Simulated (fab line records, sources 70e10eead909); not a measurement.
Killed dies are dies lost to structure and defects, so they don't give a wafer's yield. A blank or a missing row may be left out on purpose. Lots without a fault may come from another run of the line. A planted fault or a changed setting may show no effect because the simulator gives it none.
Chamber matching | flow nand_harc | NHARC_P_CONTACT_ALD_22 on ald_metal-02: 4 sister chambers
The step deposits TiN, target thk 3 nm, pulse time 1 s, ald cycles 150. 4 wafers are shown with their chamber, then 8 later ones without.

WAFERS WITH THEIR CHAMBER
wafer  | chamber | heater_power_w (W)
L081.1 | 0       | 938
L081.4 | 3       | 1289
L081.6 | 1       | 1054
L084.2 | 2       | 1039

WAFERS WITHOUT THEIR CHAMBER
wafer  | heater_power_w (W)
L084.3 | 962
L084.5 | 942
L090.1 | 1059
L090.3 | 1023
L090.6 | 1004
L095.1 | 988
L095.2 | 1040
L095.3 | 1310

WHICH CHAMBER EACH WENT THROUGH
wafer  | from the rows above          | in truth
L084.3 | 0                            | 0
L084.5 | 0                            | 0
L090.1 | can't be placed: 1 or 2      | 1
L090.3 | can't be placed: 2 or 1      | 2
L090.6 | can't be placed: 2 or 1 or 0 | 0
L095.1 | can't be placed: 0 or 2 or 1 | 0
L095.2 | can't be placed: 2 or 1      | 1
L095.3 | 3                            | 3
Placed correctly: 3 of 8. Can't be placed from these rows: 5 (the true chamber is among the candidates in 5). Placed wrongly: 0.
How it was worked out, from the rows above alone: a wafer's distance from a chamber is the root of the sum, over the readings, of the square of ((its reading less the chamber's mean) divided by the reading's scatter). The wafer belongs to the nearest chamber; if the next one is less than 2 further off, it can't be placed. A chamber's mean is the mean of its shown wafers. The scatter: with one shown wafer a chamber, the root of the mean of the squares of how far each hidden wafer lies from its nearest shown one.
